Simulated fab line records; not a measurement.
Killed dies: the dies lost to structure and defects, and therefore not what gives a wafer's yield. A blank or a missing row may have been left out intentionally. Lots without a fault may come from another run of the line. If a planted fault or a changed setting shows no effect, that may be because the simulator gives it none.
A struck lot beside a sound one + flow n5Finfet + 41 out of 1938 route steps
Sound: these wafers, L872.2, L872.3, L872.6. Struck: wafer L875.6 (L875.1, L875.5, from the same lot, were not struck and are left out); the cause is given at the end.
Per side, at each step with rows, come the tool, then ch with its chambers, and then its first start. Under that, the readings that differ: sound wafers + struck wafers + difference of the means + sigmas: that difference in standard deviations of wafers without a fault.
alike: readings whose means differ by less than 2 such deviations, and words and numbers that are the same on both sides. not compared: withheld readings, readings that some wafer has no value for, bounds like >300 that may hide the same value, and numbers for which the record gives no deviation and whose values overlap.
A row with sigmas, a row that says differs or no value, or rows on one side alone: a step with any of these is where the two part. When numbers do not overlap yet have no deviation, they are printed without sigmas and do not part them. Lack of a reading on every wafer of one side parts them only where that side has two or more wafers.

first, 9 steps without rows for these wafers: N5_BEOL_M5_DESCUM_33 (chemistry O2, time 7 s); N5_BEOL_M5_ETCH_75 (etches underlayer in N2/H2, target depth 6.5 nm, time 5.2 s); N5_BEOL_M5_ETCH_67 (etches SiARC in CF4, target depth 15.6 nm, time 26 s); N5_BEOL_M5_ETCH_68 (etches SOC in N2/H2, target depth 80 nm, overetch 16 nm, time 120 s); N5_BEOL_M5_STRIP_69 (strips in N2/H2); N5_BEOL_M5_STRIP_76 (strips in N2/H2); N5_BEOL_M5_VIA_ETCH_34 (etches SiCOH lowk in C4F6/O2, target depth 88.3 nm, time 39.2 s); N5_BEOL_M5_STRIP_85 (strips in C4F6/O2); N5_BEOL_M5_STRIP_36 (strips in N2/H2).
N5_BEOL_M5_TRENCH_ETCH_37: etches SiCOH lowk in C4F6/O2, target depth 71.652 nm, time 24.7 s.
  sound on rieDiel-04 ch 1,2, day 11 01:34; struck on rieDiel-06 ch 0, day 11 11:52
| reading                                   | sound            | struck | difference | sigmas |
|-------------------------------------------|------------------|--------|------------|--------|
| drypumpMotorCurrentA (A)                  | 6.1 5.8 6.1      | 5.1    | -0.9       | -3     |
| runLengthS (s)                            | 48.2 48.4 47.7   | 56.4   | +8.3       | +19    |
| model.BEOL_M5.featureDepthNm (nm)         | 70.4 70 70       | 96.4   | +26.3      |        |
| model.etch.depthNm (nm)                   | 70.4 69.99 69.99 | 96.48  | +26.35     |        |
| model.TiN_of_BEOL_M5_HM_DEP_02.thkNm (nm) | 17.6 17.6 17.8   | 17     | -1         |        |
  alike: mfcArSccm, oesProductAu, rfVppV, showerheadPlenumPTorr, throttleValvePct
  not compared: rfHoursCounterH
then, 2 steps without rows for these wafers: N5_BEOL_M5_ETCH_41 (etches SiCN in CH3F/O2, target depth 31.5 nm, time 56.7 s); N5_BEOL_M5_STRIP_91 (strips in N2/H2, time 10 s).
N5_BEOL_M5_OCD_MEAS_38:
  sound: ocd-02 at day 11 01:43; struck: ocd-02 at day 11 12:01
| reading            | sound          | struck | difference | sigmas |
|--------------------|----------------|--------|------------|--------|
| trenchDepthNm (nm) | 70.5 70.1 69.5 | 96.8   | +26.8      | +21    |
then, 21 steps without rows for these wafers: N5_BEOL_M5_HM_STRIP_39 (strips TiN in peroxide tin strip, target depth 25 nm, time 158 s); N5_BEOL_M5_SRD_40 (time 30 s); N5_BEOL_M5_PRECLEAN_42 (cleans in residue remover, time 60 s); N5_BEOL_M5_SRD_43 (time 30 s); N5_BEOL_M5_CURE_80 (cures SiCOH lowk, time 120 s); N5_BEOL_M5_DEGAS_44 (time 60 s); N5_BEOL_M5_PRE_CLEAN_45 (time 30 s); N5_BEOL_M5_ALD_86 (deposits TaN, pulse time 2 s, purge time 3 s, co reactant purge time 2 s); N5_BEOL_M5_SURFACE_TREAT_87; N5_BEOL_M5_CVD_47 (deposits Co from CCTBA/H2, target thk 3 nm, time 216 s); N5_BEOL_M5_SPUTTER_48 (material Cu, target thk 15 nm, time 27.62 s); N5_BEOL_M5_ANNEAL_49 (time 1800 s); N5_BEOL_M5_SPUTTER_81 (material Cu, target thk 15 nm, time 27.62 s); N5_BEOL_M5_ANNEAL_82 (time 1800 s); N5_BEOL_M5_SPUTTER_83 (material Cu, target thk 15 nm, time 27.62 s); N5_BEOL_M5_ANNEAL_84 (time 1800 s); N5_BEOL_M5_SPUTTER_88 (material Cu, target thk 15 nm, time 27.62 s); N5_BEOL_M5_ANNEAL_89 (time 1800 s); N5_BEOL_M5_SPUTTER_90 (material Cu, target thk 4.5 nm, time 8.29 s); N5_BEOL_M5_ECD_50 (material Cu, target thk 300 nm); N5_BEOL_M5_ANNEAL_51 (time 90 s).
N5_BEOL_M5_CMP_52: polishes, stops on SiCOH lowk, t overpolish 6.9 s, target thk 62 nm.
  sound on cmp-01 ch 0,1,3, day 11 08:15; struck on cmp-02 ch 1, day 11 18:19
| reading                               | sound        | struck | difference | sigmas |
|---------------------------------------|--------------|--------|------------|--------|
| model.Cu_of_BEOL_M5_ECD_50.thkNm (nm) | 61.8 59.6 60 | 86.4   | +25.9      |        |
  alike: barrierFieldEndpointS, motorCurrentA, overpolishRunS, timeToEndpointS
N5_BEOL_M5_THK_MEAS_53: measures by xrf.
  sound: filmMetro-02 at day 11 08:29; struck: filmMetro-01 at day 11 18:32
| reading     | sound          | struck | difference | sigmas |
|-------------|----------------|--------|------------|--------|
| M5_THK (nm) | 63.2 61.0 61.5 | 86.1   | +24.2      | +15    |
then, 2 steps without rows for these wafers: N5_BEOL_M5_PRE_CLEAN_77 (time 15 s); N5_BEOL_M5_CO_CAP_78 (material Co, precursor CCTBA/H2, target thk 2 nm, time 102.1 s).
N5_BEOL_M5_RS_MEAS_57: a four-point-probe measurement.
  sound: filmMetro-01 at day 11 08:44; struck: filmMetro-02 at day 11 18:50
| reading        | sound             | struck | difference | sigmas |
|----------------|-------------------|--------|------------|--------|
| M5_RS (ohm/sq) | 0.388 0.407 0.402 | 0.260  | -0.139     | -12    |
-- a jump in the record: the struck wafers' starts before and after are 3 days apart (it breaks off in module BEOL_M5 and resumes in module BEOL_M15, where the first step shown is number 1830 of the route) --
N5_BEOL_M15_RC_MEAS_101:
  sound on prober-01 ch 0, day 13 23:57; struck on prober-02 ch 0, day 14 13:01
| reading                   | sound                   | struck  | difference | sigmas |
|---------------------------|-------------------------|---------|------------|--------|
| COMB_M10 (S/m)            | 1.5e-11 1.2e-11 1.1e-11 | 1.9e-11 | +6.3e-12   | +2     |
| SERP_M5 (ohm/um)          | 38.7 40.7 41.4          | 26.6    | -13.7      | -8     |
| SERP_M5_max_site (ohm/um) | 41.0 41.8 42.9          | 27.3    | -14.6      | -8     |
  alike: COMB_M11, COMB_M12, COMB_M13, COMB_M14, COMB_M15, COMB_M6, COMB_M7, COMB_M8, COMB_M9, SERP_M10, SERP_M11, SERP_M12, SERP_M13, SERP_M14, SERP_M6, SERP_M7, SERP_M8, SERP_M9
N5_PASSIVATION_PROBE_49:
  rows exist in the record for the struck wafers here (prober-02, day 15 01:36), but not for the sound ones

WHERE THEY PART
Earliest at N5_BEOL_M5_TRENCH_ETCH_37; latest, in this record, at N5_PASSIVATION_PROBE_49.

WHY: what had been put in by the simulator
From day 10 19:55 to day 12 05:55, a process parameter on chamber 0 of rieDiel-06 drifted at N5_BEOL_M5_TRENCH_ETCH_37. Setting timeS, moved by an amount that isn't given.
